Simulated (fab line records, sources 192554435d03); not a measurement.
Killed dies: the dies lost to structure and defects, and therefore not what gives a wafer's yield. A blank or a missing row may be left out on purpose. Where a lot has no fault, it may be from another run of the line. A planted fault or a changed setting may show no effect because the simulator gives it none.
Chamber matching -- flow n5Finfet -- rieSi-01 running N5_FIN_SAQP_MANDREL1_REMOVE_56: 4 sister chambers
The step chemistry HBr/Cl2/O2, target a-Si, stops on SiNx, bt time 10 s. 18 wafers are shown with their chamber, then 9 later ones without.

== WAFERS PAIRED WITH THEIR CHAMBERS ==
wafer,chamber,drypumpMotorCurrentA (A),throttleValvePct (%),oesProductAu (a.u.)
L074.1,0,5.2,36.05,0.982
L074.2,2,6.5,36.83,1.028
L074.3,3,5.0,36.68,1.007
L075.1,3,5.0,36.68,1.009
L075.5,3,5.0,36.69,1.004
L075.6,0,5.2,36.05,1.001
L079.2,3,5.0,36.68,1.016
L079.3,2,6.5,36.83,1.035
L079.4,1,5.8,36.63,1.033
L080.1,3,5.0,36.67,1.018
L080.3,1,5.8,36.62,1.030
L080.5,2,6.5,36.83,1.034
L084.1,2,6.5,36.83,1.034
L084.4,0,5.2,36.07,0.990
L084.5,2,6.6,36.84,1.038
L085.1,1,5.8,36.63,1.035
L085.4,2,6.5,36.82,1.041
L085.6,0,5.2,36.06,0.980

SIGNATURES (means of the wafers above)
reading,chamber 0,chamber 1,chamber 2,chamber 3,scatter within a chamber
drypumpMotorCurrentA,5.200,5.800,6.517,5.000,0.0244
throttleValvePct,36.0575,36.6267,36.8300,36.6800,0.00728
oesProductAu,0.98825,1.03267,1.03500,1.01080,0.00612
Rule: a wafer's distance from a chamber is the root of the sum, over the readings, of the square of ((its reading less the chamber's mean) divided by the reading's scatter). The wafer belongs to the nearest chamber; if the next one is less than 2 further off, it can't be placed. The scatter: take each reading less its chamber's mean, square it, sum over the shown wafers, divide by the number of wafers less the number of chambers, and take the root.

== WAFERS WITH NO CHAMBER GIVEN ==
wafer,drypumpMotorCurrentA (A),throttleValvePct (%),oesProductAu (a.u.)
L091.1,5.0,36.67,1.008
L091.4,5.2,36.06,1.000
L091.6,5.2,36.06,1.002
L094.1,6.6,36.84,1.040
L094.4,5.2,36.06,0.998
L094.6,6.5,36.83,1.026
L095.2,5.0,36.68,1.006
L095.3,5.2,36.05,0.998
L095.6,5.0,36.67,1.005

== WHICH CHAMBER EACH WENT THROUGH ==
wafer,from the rows above,in truth
L091.1,3,3
L091.4,0,0
L091.6,0,0
L094.1,2,2
L094.4,0,0
L094.6,2,2
L095.2,3,3
L095.3,0,0
L095.6,3,3
Correctly placed: 9 of 9. Not placeable from these rows: 0. Wrongly placed: 0.
